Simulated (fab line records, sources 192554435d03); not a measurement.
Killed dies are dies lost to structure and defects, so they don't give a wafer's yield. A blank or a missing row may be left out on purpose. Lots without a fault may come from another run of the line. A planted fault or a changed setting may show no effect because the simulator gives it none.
One fault seen from 2 desks | flow n5_finfet | each desk has only its own numbers; what lay behind them comes last

THE TOOL OWNER'S DESK: rtp_anneal-02
The tool's own readings at N5_HKMG_FIN_HK_ANNEAL_02 (time 30 s): means of the sampled wafers that have a number, for each lot that ran on this tool. A lot is out of limits, marked OUT, if its mean lies more than 4 standard deviations from the usual mean; the brackets give that distance. Of its 9 readings 7 are shown: the one that was out of limits first, and those that lie furthest out on some lot.
Columns: A = lamp_power_pct at N5_HKMG_FIN_HK_ANNEAL_02, usual 8.80 %; B = lamp_zone_1_pct at N5_HKMG_FIN_HK_ANNEAL_02, usual 8.797 %; C = lamp_zone_2_pct at N5_HKMG_FIN_HK_ANNEAL_02, usual 8.798 %; D = lamp_zone_4_pct at N5_HKMG_FIN_HK_ANNEAL_02, usual 8.794 %; E = lamp_zone_5_pct at N5_HKMG_FIN_HK_ANNEAL_02, usual 8.798 %; F = lamp_zone_6_pct at N5_HKMG_FIN_HK_ANNEAL_02, usual 8.725 %; G = lamp_zone_7_pct at N5_HKMG_FIN_HK_ANNEAL_02, usual 9.193 %
lot  | first seen here | A              | B               | C               | D               | E               | F               | G
L227 | day 4 04:42     | 8.84           | 8.789           | 8.801           | 8.789           | 8.782           | 8.721           | 9.188
L228 | day 4 11:38     | 8.79           | 8.799           | 8.784           | 8.797           | 8.804           | 8.734           | 9.193
L236 | day 6 10:31     | 9.66 (+18) OUT | 9.666 (+72) OUT | 9.681 (+74) OUT | 9.667 (+73) OUT | 9.680 (+80) OUT | 9.600 (+80) OUT | 10.114 (+84) OUT
L238 | day 7 00:40     | 9.71 (+19) OUT | 9.680 (+74) OUT | 9.663 (+72) OUT | 9.671 (+73) OUT | 9.664 (+79) OUT | 9.596 (+79) OUT | 10.106 (+83) OUT
L249 | day 9 19:22     | 8.80           | 8.797           | 8.809           | 8.805           | 8.795           | 8.725           | 9.183
This desk's finding: out of limits on L236, L238; first on L236, day 6 10:31 (lamp_power_pct at N5_HKMG_FIN_HK_ANNEAL_02). In limits: L227, L228, L249.

THE METROLOGY DESK
What the gauges read, lot by lot, whatever tool the lot ran on: means of the sampled wafers that have a number. A lot is out of limits, marked OUT, if its mean lies more than 4 standard deviations from the usual mean; the brackets give that distance. Of its 11 readings 7 are shown: those that lie furthest out on some lot.
Columns: A = DIBL_N at N5_BEOL_M4_RC_MEAS_101, usual 37.0 mV/V; B = DIBL_P at N5_BEOL_M4_RC_MEAS_101, usual 37.3 mV/V; C = IOFF_N at N5_BEOL_M4_RC_MEAS_101, usual 0.17 nA/um; D = IOFF_P at N5_BEOL_M4_RC_MEAS_101, usual 0.23 nA/um; E = RS_SD_N at N5_BEOL_M4_RC_MEAS_101, usual 28.5 ohm/sq; F = SS_P at N5_BEOL_M4_RC_MEAS_101, usual 73.6 mV/dec; G = VT_P at N5_BEOL_M4_RC_MEAS_101, usual -250 mV
lot  | first seen here | A    | B    | C    | D    | E    | F    | G
L226 | day 7 23:18     | 40.4 | 40.4 | 0.25 | 0.31 | 28.8 | 74.9 | -247
L227 | day 8 02:19     | 37.9 | 38.6 | 0.20 | 0.24 | 28.6 | 74.9 | -249
L228 | day 8 05:23     | 36.8 | 37.1 | 0.17 | 0.23 | 28.4 | 73.8 | -251
L236 | day 10 09:41    | 35.2 | 33.4 | 0.13 | 0.20 | 29.7 | 72.5 | -247
L237 | day 10 19:25    | 37.2 | 36.2 | 0.16 | 0.20 | 28.6 | 73.4 | -251
L238 | day 11 08:12    | 37.1 | 38.0 | 0.19 | 0.28 | 29.9 | 73.5 | -246
L249 | day 14 06:08    | 35.8 | 37.2 | 0.14 | 0.16 | 28.0 | 73.4 | -257
L248 | day 14 07:43    | 37.8 | 38.9 | 0.19 | 0.27 | 28.3 | 73.9 | -247
This desk's finding: nothing out of limits on any of the 8 lots.

PUT TOGETHER
The tool owner's desk could have raised an alarm at day 6 10:31, on L236, L238.
The metrology desk saw nothing out of limits.
The metrology desk has L236, L238 on record, within its limits.
Of the lots named, all ran N5_HKMG_FIN_HK_ANNEAL_02 on rtp_anneal-02.

WHAT THE SIMULATOR HAD PUT IN
Process parameter drift: rtp_anneal-02, from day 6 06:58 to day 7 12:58, at N5_HKMG_FIN_HK_ANNEAL_02. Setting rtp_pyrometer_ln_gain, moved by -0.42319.
Lots struck among those shown: L236, L238.
Hours from the fault's start to each desk's first reading out of limits: the tool owner's desk, 4.
